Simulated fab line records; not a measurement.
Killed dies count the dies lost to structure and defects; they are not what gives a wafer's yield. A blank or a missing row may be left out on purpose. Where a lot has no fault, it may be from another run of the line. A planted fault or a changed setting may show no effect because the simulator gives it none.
Matching of chambers -- flow nand harc -- cmp-01 running NHARC_A_M0_CMP_23: 4 sister chambers
The step polishes, t overpolish 20 s, target thk 113.75 nm. 20 wafers are shown with their chamber, then 10 later ones without.

WAFERS, EACH WITH ITS CHAMBER
wafer,chamber,motor current A (A),time to endpoint s (s),slurry flow ml min
L077.2,1,13.0,26.7,149.6
L077.5,3,10.9,25.6,149.3
L077.6,0,13.2,29.9,150.0
L080.2,3,11.0,30.1,149.7
L080.3,2,13.7,31.9,149.5
L080.5,1,12.8,29.4,149.9
L083.2,0,13.8,30.5,149.9
L083.5,2,12.4,33.2,149.6
L083.6,3,11.0,26.4,149.8
L082.2,1,12.5,31.6,149.5
L082.3,3,10.9,26.0,149.8
L082.4,0,13.2,27.6,150.1
L084.1,1,13.1,27.4,149.9
L084.2,3,10.9,26.2,149.2
L084.4,0,12.9,31.0,150.5
L088.3,0,13.1,28.7,149.9
L088.5,0,13.4,31.2,150.6
L088.6,3,11.0,27.7,149.7
L090.2,0,13.2,27.2,149.7
L090.4,2,13.2,31.1,149.9

SIGNATURES, as means of the wafers listed above
reading,chamber 0,chamber 1,chamber 2,chamber 3,scatter within a chamber
motor current A,13.257,12.850,13.100,10.950,0.312
time to endpoint s,29.443,28.775,32.067,27.000,1.71
slurry flow ml min,150.100,149.725,149.667,149.583,0.276
Rule: for each reading, subtract the chamber's mean from the wafer's reading, divide by that reading's scatter and square the result; add these up over the readings and take the root, which gives the wafer's distance from the chamber. If the next closest chamber is less than 2 further off than the closest, the wafer can't be placed; otherwise it belongs to the closest. The scatter is the square root of a quotient: the sum, over the shown wafers, of each reading's squared deviation from its chamber's mean, divided by wafers minus chambers.

WAFERS WITHOUT THEIR CHAMBER
wafer,motor current A (A),time to endpoint s (s),slurry flow ml min
L090.5,13.3,32.7,150.2
L093.1,13.4,29.7,150.0
L093.3,12.9,31.2,149.9
L093.4,10.4,28.4,150.4
L095.4,12.7,31.2,150.8
L095.5,13.4,28.5,149.9
L095.6,10.5,25.9,150.6
L097.2,12.4,25.5,150.6
L097.3,13.7,26.4,150.0
L097.5,12.9,25.5,150.2

CHAMBER TAKEN BY EACH
wafer,from the rows above,in truth
L090.5,can't be placed: 0 or 2 or 1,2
L093.1,can't be placed: 0 or 2 or 1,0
L093.3,can't be placed: 2 or 1 or 0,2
L093.4,3,3
L095.4,can't be placed: 0 or 1 or 2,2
L095.5,can't be placed: 0 or 1 or 2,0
L095.6,3,3
L097.2,can't be placed: 1 or 0 or 2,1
L097.3,can't be placed: 0 or 1 or 2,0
L097.5,can't be placed: 1 or 0 or 2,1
Correct placement for 2 of the 10. From these rows, 8 cannot be placed; in 8 the true chamber is one of the candidates. Number placed wrongly: 0.
